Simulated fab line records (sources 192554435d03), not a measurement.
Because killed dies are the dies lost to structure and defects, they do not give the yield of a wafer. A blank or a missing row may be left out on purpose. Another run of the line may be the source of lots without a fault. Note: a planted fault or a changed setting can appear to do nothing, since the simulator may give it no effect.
fab line records	flow n5-finfet
record lots=6	wafers=18	last-day=17
route steps=1938 shown BEOL_M3@1001 BEOL_M4@1111 PASSIVATION@1936
lots untouched by any fault: they come from a run of this same line in which no faults occurred
start-h: the number of hours between the record's first day and the start of the first shown wafer of the lot	wait-h: hours elapsed since this lot's preceding step	" as in the row above	L1.1+2: a row that stands for several wafers	- value missing, or start not given	* or withheld: withheld	< > ~ a bound
route shown NAME@n: names a module that has steps shown in the file, with the first one's number in the route	usual: average and standard deviation across the fault-free wafers	same: alike in all rows	chamber/n: place in a boat	sites: readings site by site	_std_site: standard deviation across them	_edge_site: inner sites' mean taken away from outer sites' mean	radius-mm: how far each site lies from the wafer's centre	mask NAME#n: copy n	behind: tool/chamber where the wafer was last shaped	hold: the reason the lot was held/the length of the hold in hours/how it ended	device: whichever transistor did not switch (one of n, p or np)	end of line: tests of these same wafers at the route's end	a step with no rows: only its recipe	killed: dies that structure and defects cost at the first sort, which is not the same as the wafer's yield	map: a wafer's dies, marking killed ones x, the rest . and places with no die _
set.NAME: the setting as run; set.NAME@STEP: as run at that earlier step	model.NAME: the simulator's own value behind a step, which no gauge read
lots seen at some steps along the route; tables by step, rows by wafer
services: when a tool's chamber went out of use (start-h, in hours from the record's first day, below 0 if earlier), for how many hours, and the reason
## steps
# step N5_BEOL_M3_ANNEAL_87
# recipe temp-c=400	time-s=240	ambient=vacuum
# usual heater-power-w=800/76
# same time-s=240
lot.wafer	tool	chamber	start-h	wait-h	heater-power-w
L518.4	pvd-sputter-01	-	181.94	0.0	757
L518.5	"	-	"	"	734
L518.6	"	-	"	"	937
L520.1	pvd-sputter-02	-	190.21	0.0	877
L520.3	"	-	"	"	988
L520.6	"	-	"	"	1007
L522.2	pvd-sputter-03	-	204.78	0.0	757
L522.5	"	-	"	"	814
L522.6	"	-	"	"	751
L528.4	pvd-sputter-01	-	239.42	0.0	937
L528.5	"	-	"	"	731
L528.6	"	-	"	"	920
L535.1	pvd-sputter-03	-	287.92	0.0	743
L535.4	"	-	"	"	775
L535.5	"	-	"	"	770
L536.1	pvd-sputter-01	-	295.02	0.0	795
L536.2	"	-	"	"	932
L536.4	"	-	"	"	719
# step N5_BEOL_M3_SPUTTER_88
# recipe material=Cu	target-thk-a=45	temp-c=-20	chamber-pressure-pa=0.07	power-w=withheld	time-s=8.29
# step N5_BEOL_M3_ANNEAL_89
# recipe temp-c=400	time-s=240	ambient=vacuum
# step N5_BEOL_M3_SPUTTER_90
# recipe material=Cu	target-thk-a=45	temp-c=-20	chamber-pressure-pa=0.07	power-w=withheld	time-s=8.29
# step N5_BEOL_M3_ANNEAL_91
# recipe temp-c=400	time-s=240	ambient=vacuum
# usual heater-power-w=799/78
# same time-s=240
lot.wafer	tool	chamber	start-h	wait-h	heater-power-w
L518.4	pvd-sputter-01	-	182.38	0.0	762
L518.5	"	-	"	"	746
L518.6	"	-	"	"	931
L520.1	pvd-sputter-02	-	190.65	0.0	848
L520.3	"	-	"	"	1027
L520.6	"	-	"	"	1025
L522.2	pvd-sputter-03	-	205.22	0.0	729
L522.5	"	-	"	"	803
L522.6	"	-	"	"	728
L528.4	pvd-sputter-01	-	239.86	0.0	934
L528.5	"	-	"	"	739
L528.6	"	-	"	"	940
L535.1	pvd-sputter-03	-	288.36	0.0	721
L535.4	"	-	"	"	777
L535.5	"	-	"	"	750
L536.1	pvd-sputter-01	-	295.46	0.0	779
L536.2	"	-	"	"	922
L536.4	"	-	"	"	707
# step N5_BEOL_M3_SPUTTER_92
# recipe material=Cu	target-thk-a=45	temp-c=-20	chamber-pressure-pa=0.07	power-w=withheld	time-s=8.29
# usual throttle-valve-pct=29.9/1.5
# same time-s=8.29
lot.wafer	tool	chamber	start-h	wait-h	throttle-valve-pct
L518.4	pvd-sputter-01	-	182.52	0.1	29.0
L518.5	"	-	"	"	28.9
L518.6	"	-	"	"	30.6
L520.1	pvd-sputter-02	-	190.79	0.1	31.7
L520.3	"	-	"	"	29.0
L520.6	"	-	"	"	29.4
L522.2	pvd-sputter-03	-	205.36	0.1	28.1
L522.5	"	-	"	"	29.8
L522.6	"	-	"	"	28.1
L528.4	pvd-sputter-01	-	240.00	0.1	30.7
L528.5	"	-	"	"	27.2
L528.6	"	-	"	"	30.8
L535.1	pvd-sputter-03	-	288.50	0.1	28.0
L535.4	"	-	"	"	28.7
L535.5	"	-	"	"	28.6
L536.1	pvd-sputter-01	-	295.60	0.1	30.7
L536.2	"	-	"	"	30.6
L536.4	"	-	"	"	27.3
# step N5_BEOL_M3_ANNEAL_93
# recipe temp-c=400	time-s=240	ambient=vacuum
# usual heater-power-w=799/80
# same time-s=240
lot.wafer	tool	chamber	start-h	wait-h	heater-power-w
L518.4	pvd-sputter-01	-	182.60	0.0	738
L518.5	"	-	"	"	741
L518.6	"	-	"	"	943
L520.1	pvd-sputter-02	-	190.87	0.0	855
L520.3	"	-	"	"	1009
L520.6	"	-	"	"	1013
L522.2	pvd-sputter-03	-	205.44	0.0	751
L522.5	"	-	"	"	803
L522.6	"	-	"	"	732
L528.4	pvd-sputter-01	-	240.08	0.0	927
L528.5	"	-	"	"	717
L528.6	"	-	"	"	985
L535.1	pvd-sputter-03	-	288.58	0.0	724
L535.4	"	-	"	"	756
L535.5	"	-	"	"	746
L536.1	pvd-sputter-01	-	295.68	0.0	779
L536.2	"	-	"	"	952
L536.4	"	-	"	"	736
# step N5_BEOL_M3_SPUTTER_94
# recipe material=Cu	target-thk-a=45	temp-c=-20	chamber-pressure-pa=0.07	power-w=withheld	time-s=8.29
# step N5_BEOL_M3_ANNEAL_95
# recipe temp-c=400	time-s=240	ambient=vacuum
# usual heater-power-w=800/76
# same time-s=240
lot.wafer	tool	chamber	start-h	wait-h	heater-power-w
L518.4	pvd-sputter-01	-	182.82	0.0	762
L518.5	"	-	"	"	758
L518.6	"	-	"	"	941
L520.1	pvd-sputter-02	-	191.09	0.0	862
L520.3	"	-	"	"	1005
L520.6	"	-	"	"	1032
L522.2	pvd-sputter-03	-	205.66	0.0	730
L522.5	"	-	"	"	784
L522.6	"	-	"	"	753
L528.4	pvd-sputter-01	-	240.30	0.0	956
L528.5	"	-	"	"	719
L528.6	"	-	"	"	943
L535.1	pvd-sputter-03	-	288.80	0.0	758
L535.4	"	-	"	"	763
L535.5	"	-	"	"	769
L536.1	pvd-sputter-01	-	295.90	0.0	781
L536.2	"	-	"	"	957
L536.4	"	-	"	"	753
# step N5_BEOL_M3_SPUTTER_96
# recipe material=Cu	target-thk-a=45	temp-c=-20	chamber-pressure-pa=0.07	power-w=withheld	time-s=8.29
# step N5_BEOL_M3_ECD_50
# recipe material=Cu	target-thk-a=3000
# step N5_BEOL_M3_ANNEAL_51
# recipe temp-c=225	time-s=90	ambient=N2
# step N5_BEOL_M3_CMP_52
# recipe stop-on=SiOC	t-overpolish-s=6.8	down-force-psi=1	platen-rpm=50	clearing-platen-down-force-psi=1.5	clearing-platen-rpm=50	post-cmp-clean=cu-alkaline	target-thk-nm=40	clearing-platen-pad-velocity-m-s=0.99484	pad-velocity-m-s=0.99484
# usual barrier-field-endpoint-s=24.6/0.83	head-pressure-psi=0.9999/0.0022	motor-current-A=5.9/0.68	overpolish-run-s=6.801/0.0091	slurry-filter-dp-kPa=13.50/0.13	time-to-endpoint-s=63/4.5
lot.wafer	tool	chamber	start-h	wait-h	barrier-field-endpoint-s	head-pressure-psi	motor-current-A	overpolish-run-s	slurry-filter-dp-kPa	time-to-endpoint-s	model.SiOC_of_BEOL_M3_ILD_DEP_00.thk-nm
L518.4	cmp-03	1	183.45	0.1	24.1	1.0022	5.9	6.792	13.63	63	76.8
L518.6	"	1	"	"	25.0	1.0055	5.7	6.807	13.53	61	74.8
L518.5	"	2	"	"	24.8	0.9976	6.9	6.798	13.52	66	76.2
L520.1	cmp-03	1	191.73	0.3	13.5	1.0001	5.6	6.797	13.65	34	74
L520.3	"	0	"	"	24.4	0.9977	5.5	6.798	13.51	58	76.2
L520.6	"	2	"	"	25.1	1.0020	7.2	6.797	13.38	66	75.6
L522.2	cmp-03	2	206.52	0.3	14.1	0.9955	7.0	6.802	13.70	37	73.4
L522.6	"	1	"	"	23.6	1.0022	5.7	6.808	13.51	61	76.4
L522.5	"	2	"	"	13.9	1.0017	6.8	6.806	13.72	35	74.2
L528.4	cmp-02	1	241.04	0.2	25.5	1.0012	6.4	6.808	13.34	65	77.6
L528.6	"	2	"	"	24.8	0.9998	6.3	6.804	13.42	62	77
L528.5	"	3	"	"	25.4	0.9965	6.2	6.805	13.41	62	77
L535.1	cmp-01	0	290.02	0.3	25.2	1.0024	5.3	6.794	13.35	72	75.4
L535.4	"	1	"	"	25.1	1.0000	6.0	6.784	13.42	66	76.4
L535.5	"	2	"	"	24.4	0.9983	4.8	6.792	13.56	63	76
L536.1	cmp-01	3	296.58	0.3	23.7	0.9974	7.1	6.795	13.67	59	75.2
L536.4	"	0	"	"	27.0	0.9994	5.4	6.793	13.56	74	76.4
L536.2	"	1	"	"	24.4	0.9979	5.7	6.800	13.48	64	74.6
# step N5_BEOL_M4_RC_MEAS_101
# usual DIBL_N=36.0/2.5	DIBL_P=36.3/2.8	IOFF_N=0.16/0.042	IOFF_P=0.21/0.045	ION_N=673/15	ION_P=463/8.1	SS_N=71.4/0.73	SS_P=73.3/0.92	VT_N=251/4.1	VT_P=-250/3.4
lot.wafer	tool	chamber	start-h	wait-h	DIBL_N[mV/V]	DIBL_P[mV/V]	IOFF_N[nA/um]	IOFF_P[nA/um]	ION_N[uA/um]	ION_P[uA/um]	SS_N[mV/dec]	SS_P[mV/dec]	VT_N[mV]	VT_P[mV]
L518.4	prober-01	0	196.21	0.5	37.8	38.9	0.19	0.24	679	457	72.0	74.5	248	-248
L518.5	"	0	"	"	35.7	36.6	0.16	0.20	666	461	70.5	73.4	247	-249
L518.6	"	0	"	"	35.9	37.3	0.17	0.22	685	472	71.0	73.6	248	-251
L520.1	prober-01	0	203.50	0.0	35.1	33.5	0.13	0.18	659	460	70.4	72.7	251	-250
L520.3	"	0	"	"	36.1	33.5	0.14	0.19	676	461	70.7	71.8	251	-250
L520.6	"	0	"	"	36.4	35.2	0.14	0.20	673	458	70.7	73.1	249	-249
L522.2	prober-01	0	217.71	0.2	35.0	35.6	0.16	0.23	688	475	71.1	73.4	247	-248
L522.5	"	0	"	"	35.0	37.4	0.17	0.25	682	476	70.8	72.8	246	-247
L522.6	"	0	"	"	31.8	31.5	0.11	0.18	652	463	69.8	71.6	253	-250
L528.4	prober-02	0	253.63	0.5	42.7	43.2	0.30	0.32	708	471	73.0	74.9	241	-249
L528.5	"	0	"	"	38.4	39.2	0.19	0.24	683	468	71.7	74.1	249	-249
L528.6	"	0	"	"	39.3	38.9	0.17	0.21	671	455	72.6	74.5	251	-252
L535.1	prober-01	0	299.59	0.0	35.6	36.0	0.15	0.21	683	469	70.7	72.5	250	-247
L535.4	"	0	"	"	36.3	37.6	0.15	0.23	663	458	71.0	72.7	251	-248
L535.5	"	0	"	"	34.6	35.3	0.13	0.20	664	457	70.6	72.3	251	-249
L536.1	prober-02	0	310.06	0.0	35.3	35.4	0.15	0.22	668	465	70.7	72.9	253	-248
L536.2	"	0	"	"	35.9	35.4	0.14	0.20	659	458	71.0	73.5	254	-250
L536.4	"	0	"	"	31.5	30.1	0.09	0.14	655	457	70.5	71.8	257	-257
# step N5_PASSIVATION_PROBE_49
# usual defect-limited-yield=91.0/1.4	killed_at_M0_to_M3=36/11	killed_at_M4_up=13/5.4	killed-at-contacts=12/6.4	killed-at-front-end=41/13	killed-at-other=2.9/2.3	killed-dies=106/17	killed-open=70/12	killed-short=34/8.4	sort_bin_4_leakage=0.01/0.057	sort_bin_5_function=5.2/1	sort_bin_6_memory=3.4/0.63	sort-n-pass=1074/18	sort-yield-pct=91.0/1.6
# same gross-dies=1180	killed-at-back-side=0	sort_bin_8_speed[%]=0
lot.wafer	tool	chamber	start-h	wait-h	defect-limited-yield[%]	killed_at_M0_to_M3	killed_at_M4_up	killed-at-contacts	killed-at-front-end	killed-at-other	killed-dies	killed-open	killed-short	sort_bin_4_leakage[%]	sort_bin_5_function[%]	sort_bin_6_memory[%]	sort-n-pass	sort-yield-pct[%]
L520.1	prober-01	-	306.28	0.0	91.0	39	19	16	28	4	106	76	27	0	5.8	2.7	1074	91.0
L520.3	prober-01	-	306.38	0.1	92.3	30	12	12	36	1	91	60	28	0	5.3	2.5	1089	92.3
L520.6	prober-01	-	306.53	0.3	91.4	37	12	24	25	4	102	70	32	0	4.7	3.8	1078	91.4
L522.2	prober-02	-	322.91	0.1	91.0	47	8	14	37	0	106	70	34	0	4.7	3.6	1074	91.0
L522.5	prober-02	-	323.06	0.2	93.5	30	8	14	22	3	77	47	29	0	2.9	3.1	1103	93.5
L522.6	prober-02	-	323.11	0.3	90.9	54	11	10	30	2	107	69	30	0	5.2	2.7	1073	90.9
L535.1	prober-01	-	395.52	0.0	90.1	34	19	27	34	3	117	81	33	0	6.0	3.4	1063	90.1
L535.4	prober-01	-	395.67	0.2	91.3	22	18	11	47	5	103	68	35	0	5.4	2.9	1077	91.3
L535.5	prober-01	-	395.72	0.2	91.1	25	22	17	33	8	105	66	36	0	5.0	3.5	1075	91.1
# killed by level:class
L520.1 MOL_CONTACT_COAG:geometric-particle:open=12 BEOL_M0:geometric-particle:open=9 BEOL_M4:geometric-particle:open=8 FIN_SAQP:geometric-particle:open=7 BEOL_M3:geometric-particle:open=7 BEOL_M0_SAQP:geometric-particle:short=7 BEOL_M0_SAQP:geometric-particle:open=6 STI_FIN_REVEAL:geometric-particle:open=5
L520.3 FIN_SAQP:geometric-particle:open=11 BEOL_M2:geometric-particle:open=8 MOL_CONTACT_COAG:geometric-particle:open=7 GATE_CUT:geometric-particle:short=6 BEOL_M0_SAQP:geometric-particle:short=6 BEOL_M4:geometric-particle:open=6 BEOL_M3:geometric-particle:open=6 DUMMY_GATE:geometric-particle:open=5
L520.6 MOL_CONTACT_COAG:geometric-particle:open=18 BEOL_M0_SAQP:geometric-particle:short=10 BEOL_M2:geometric-particle:open=8 BEOL_M4:geometric-particle:open=8 BEOL_M3:geometric-particle:open=7 MOL_CONTACT_COAG:geometric-particle:short=6 BEOL_M1:geometric-particle:open=6 STI_FIN_REVEAL:geometric-particle:open=4
L522.2 BEOL_M0_SAQP:geometric-particle:open=17 BEOL_M0_SAQP:geometric-particle:short=13 FIN_SAQP:geometric-particle:open=10 MOL_CONTACT_COAG:geometric-particle:open=10 BEOL_M1:geometric-particle:open=9 FIN_SAQP:geometric-particle:short=5 MOL_CONTACT_COAG:geometric-particle:short=4 STARTING-WAFER:geometric-particle:open=4
L522.5 MOL_CONTACT_COAG:geometric-particle:open=12 BEOL_M0_SAQP:geometric-particle:short=9 BEOL_M1:geometric-particle:open=7 BEOL_M0_SAQP:geometric-particle:open=6 STARTING-WAFER:geometric-particle:open=5 FIN_SAQP:geometric-particle:open=3 STI_FIN_REVEAL:geometric-particle:open=3 BEOL_M1:geometric-particle:short=3
L522.6 BEOL_M0_SAQP:geometric-particle:open=16 BEOL_M0_SAQP:geometric-particle:short=13 BEOL_M1:geometric-particle:open=13 MOL_CONTACT_COAG:geometric-particle:open=9 HKMG_FIN:area-etch=8 GATE_CUT:geometric-particle:short=6 STI_FIN_REVEAL:geometric-particle:open=5 BEOL_M3:geometric-particle:open=5
L535.1 MOL_CONTACT_COAG:geometric-particle:open=20 STI_FIN_REVEAL:geometric-particle:open=11 BEOL_M4:geometric-particle:open=9 BEOL_M1:geometric-particle:open=7 FIN_SAQP:geometric-particle:open=6 FIN_SAQP:geometric-particle:short=6 MOL_CONTACT_COAG:geometric-particle:short=5 BEOL_M2:geometric-particle:open=5
L535.4 FIN_SAQP:geometric-particle:open=9 STI_FIN_REVEAL:geometric-particle:open=8 FIN_SAQP:geometric-particle:short=7 MOL_CONTACT_COAG:geometric-particle:open=7 DUMMY_GATE:geometric-particle:open=6 BEOL_M3:geometric-particle:open=6 STARTING-WAFER:geometric-particle:open=6 BEOL_M0_SAQP:geometric-particle:short=5
L535.5 MOL_CONTACT_COAG:geometric-particle:open=14 BEOL_M4:geometric-particle:open=13 GATE_CUT:geometric-particle:short=8 FIN_SAQP:geometric-particle:open=7 BEOL_M0_SAQP:geometric-particle:short=6 FIN_CUT:geometric-particle:open=4 BEOL_M1:geometric-particle:open=4 BEOL_M2:geometric-particle:open=4
## services
tool	chamber	start-h	hours	kind
cmp-02	-	167.63	0.6	repair
cmp-02	-	169.84	37.3	repair
cmp-01	-	172.71	4.0	pm
cmp-01	-	176.71	-	consumable-replace:conditioner
cmp-01	-	176.71	-	consumable-replace:pad
cmp-01	-	178.64	4.4	pm
cmp-03	-	185.35	0.9	repair
cmp-01	-	187.27	3.2	repair
cmp-03	-	198.21	4.0	pm
cmp-03	-	202.21	-	consumable-replace:conditioner
cmp-03	-	202.21	-	consumable-replace:pad
cmp-01	-	234.30	2.1	repair
cmp-03	-	242.22	1.0	repair
cmp-02	-	258.39	1.0	repair
cmp-02	-	274.75	4.3	pm
## key
first-sign step=N5_BEOL_M3_CMP_52	reading=barrier-field-endpoint-s	direction=down	sigmas=13	usual=24.6	struck=13.8
effect step=N5_BEOL_M3_CMP_52	reading=time-to-endpoint-s	direction=down	sigmas=6.1	usual=*	struck=*
model-effect step=N5_BEOL_M3_CMP_52	value=SiOC_of_BEOL_M3_ILD_DEP_00.thk-nm	without=76.27	struck=73.87
met-at N5_BEOL_M3_CMP_52
struck-wafers L520.1,L522.2,L522.5
onset-between 183.45 191.73
fault kind=process-parameter-drift	tool=cmp-03	chamber=-	onset-h=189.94	steps=N5_BEOL_M3_CMP_52	channel=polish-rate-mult	offset=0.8	shape=step	end-h=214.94	scope=struck-wafers-only
